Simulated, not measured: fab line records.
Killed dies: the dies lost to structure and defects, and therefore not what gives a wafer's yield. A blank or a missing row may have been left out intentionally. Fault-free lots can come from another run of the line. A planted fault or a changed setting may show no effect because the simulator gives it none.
A single fault, viewed from 3 desks    flow n5 finfet    only its own numbers are on each desk; what lay behind them is given at the end

## METROLOGY DESK
What the gauges read for every lot (on any tool): the sampled wafers with a number, averaged. If a lot's mean is further than 4 standard deviations from the usual mean, the lot is out of limits and carries the mark OUT (the distance appears in the brackets). Only the readings that lie furthest out on some lot appear, 7 of the 11 it has.
Columns: A = cd nm at N5_SDB_CD_MEAS_11, usual 50.1 nm; B = DIBL_N at N5_BEOL_M4_RC_MEAS_101, usual 36.5 mV/V; C = DIBL_P at N5_BEOL_M4_RC_MEAS_101, usual 36.5 mV/V; D = IOFF_P at N5_BEOL_M4_RC_MEAS_101, usual 0.219 nA/um; E = ION_N at N5_BEOL_M4_RC_MEAS_101, usual 675 uA/um; F = SS_P at N5_BEOL_M4_RC_MEAS_101, usual 73.4 mV/dec; G = VT_N at N5_BEOL_M4_RC_MEAS_101, usual 249.7 mV
lot   first seen here  A     B     C     D      E    F     G
L993  day 3 23:17      50.0  37.3  35.5  0.222  668  73.5  253.4
L994  day 4 04:19      50.9  36.0  37.0  0.201  672  73.5  249.9
L996  day 4 17:20      51.1  37.6  38.2  0.226  687  73.4  246.6
L999  day 5 16:07      48.1  36.3  35.9  0.195  671  73.2  250.4
L100  day 5 17:41      49.4  35.1  34.3  0.223  671  72.8  250.6
L103  day 6 13:11      49.6  36.6  37.5  0.260  675  72.7  247.5
L106  day 7 05:22      51.4  35.3  36.4  0.215  673  73.6  252.1
L110  day 8 06:21      49.0  38.5  39.4  0.239  684  74.1  247.5
L112  day 8 22:29      50.1  38.4  37.8  0.244  677  74.2  248.9
L114  day 9 07:07      49.8  34.7  36.4  0.210  677  73.1  250.7
This desk found nothing out of limits on any of the 10 lots.

## FOR THE TOOL OWNER'S DESK: cmp-03
The tool's own readings at N5_ILD0_CMP_03 (polishes, stops on SiNx, t overpolish 1.9 s, target thk 197.38 nm): means of the sampled wafers that have a number, for each lot that ran on this tool. If a lot's mean is further than 4 standard deviations from the usual mean, the lot is out of limits and carries the mark OUT (the distance appears in the brackets).
Columns: A = edge zone pressure frac at N5_ILD0_CMP_03, usual 1.000; B = head pressure psi at N5_ILD0_CMP_03, usual 4.148 psi; C = motor current A at N5_ILD0_CMP_03, usual 12.1 A; D = overpolish run s at N5_ILD0_CMP_03, usual 1.900 s; E = time to endpoint s at N5_ILD0_CMP_03, usual 68.6 s
lot   first seen here  A      B                C     D      E
L994  day 3 23:37      0.997  4.159            12.9  1.890  68.5
L996  day 4 13:06      0.997  4.146            13.2  1.897  67.1
L999  day 5 11:56      1.003  4.144            11.5  1.899  67.1
L100  day 5 13:12      0.999  4.145            13.4  1.909  71.6
L103  day 6 08:53      0.999  4.788 (+69) OUT  16.1  1.894  58.2
L106  day 7 00:44      0.999  4.800 (+70) OUT  14.9  1.902  58.1
This desk's verdict: out of limits on L103, L106, starting with L103 at day 6 08:53 (head pressure psi at N5_ILD0_CMP_03). Within limits: L994, L996, L999, L100.

## THE DEFECT DESK
For each lot, the counts of the inspections along the route, averaged over the sampled wafers that have a number. If a lot's mean is further than 4 standard deviations from the usual mean, the lot is out of limits and carries the mark OUT (the distance appears in the brackets).
Columns: A = raw defect count at N5_SD_EPI_N_INSPECT_11, usual 2.1
lot   first seen here  A
L993  day 3 07:08      2.0
L994  day 3 11:38      2.0
L996  day 4 01:40      1.7
L999  day 4 22:53      2.7
L100  day 5 01:32      1.7
L103  day 5 20:25      1.3
L106  day 6 11:38      1.7
L110  day 7 13:29      3.3
L112  day 8 05:05      1.7
L114  day 8 13:20      1.3
This desk found nothing out of limits on any of the 10 lots.

## ALL TOGETHER
The tool owner's desk could have raised an alarm at day 6 08:53, on L103, L106.
From the metrology desk's view, nothing was out of limits.
The defect desk saw nothing out of limits.
The metrology desk holds a record of L103, L106, inside its limits.
The defect desk has L103, L106 on record, within its limits.
Of the lots named, all ran N5_ILD0_CMP_03 on cmp-03.

## WHAT HAD BEEN PUT IN BY THE SIMULATOR
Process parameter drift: cmp-03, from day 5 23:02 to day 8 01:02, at N5_ILD0_CMP_03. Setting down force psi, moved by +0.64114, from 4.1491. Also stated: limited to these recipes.
Shown lots that were struck: L103, L106.
Each desk's first reading out of limits, in hours after the fault started: the tool owner's desk, 10.
